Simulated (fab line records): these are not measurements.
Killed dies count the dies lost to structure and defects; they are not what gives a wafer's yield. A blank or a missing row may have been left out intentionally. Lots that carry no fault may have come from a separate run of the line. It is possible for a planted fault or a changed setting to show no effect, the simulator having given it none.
Chamber matching + flow n5-finfet + 3 sister chambers for N5_PMOS_HMC_CHANNEL_EPI_HM_DEP_34 on pecvd-04
The step deposits SiO2 from TEOS/O2, target thk 36 nm, time 6.9 s. 6 wafers are shown with their chamber, then 7 later ones without.

WAFERS WITH THEIR CHAMBER
| wafer  | chamber | throttle-valve-pct (%) | rf-fwd-power-W (W) |
|--------|---------|------------------------|--------------------|
| L188.5 | 0       | 19.5                   | 887                |
| L192.2 | 0       | 19.5                   | 891                |
| L192.4 | 2       | 19.2                   | 876                |
| L192.6 | 1       | 17.6                   | 888                |
| L193.2 | 1       | 17.6                   | 889                |
| L193.5 | 2       | 18.9                   | 874                |

WAFERS MISSING THEIR CHAMBER
| wafer  | throttle-valve-pct (%) | rf-fwd-power-W (W) |
|--------|------------------------|--------------------|
| L193.6 | 17.4                   | 891                |
| L194.1 | 19.5                   | 877                |
| L194.2 | 17.5                   | 895                |
| L194.4 | 17.8                   | 889                |
| L203.1 | 19.0                   | 881                |
| L203.4 | 17.3                   | 894                |
| L203.6 | 19.2                   | 882                |

WHICH CHAMBER EACH WENT THROUGH
| wafer  | from the rows above     | in truth |
|--------|-------------------------|----------|
| L193.6 | 1                       | 1        |
| L194.1 | 2                       | 2        |
| L194.2 | 1                       | 1        |
| L194.4 | 1                       | 1        |
| L203.1 | 2                       | 2        |
| L203.4 | 1                       | 1        |
| L203.6 | can't be placed: 2 or 0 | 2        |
6 of 7 placed correctly. These rows do not allow placing 1 (true chamber among the candidates in 1). 0 placed wrongly.
How it was worked out, from the rows above alone: a wafer's distance from a chamber is the root of the sum, over the readings, of the square of ((its reading less the chamber's mean) divided by the reading's scatter). The wafer belongs to the nearest chamber; if the next one is less than 2 further off, it can't be placed. A chamber's mean is the mean of its shown wafers. The scatter: take each reading less its chamber's mean, square it, sum over the shown wafers, divide by the number of wafers less the number of chambers, and take the root.
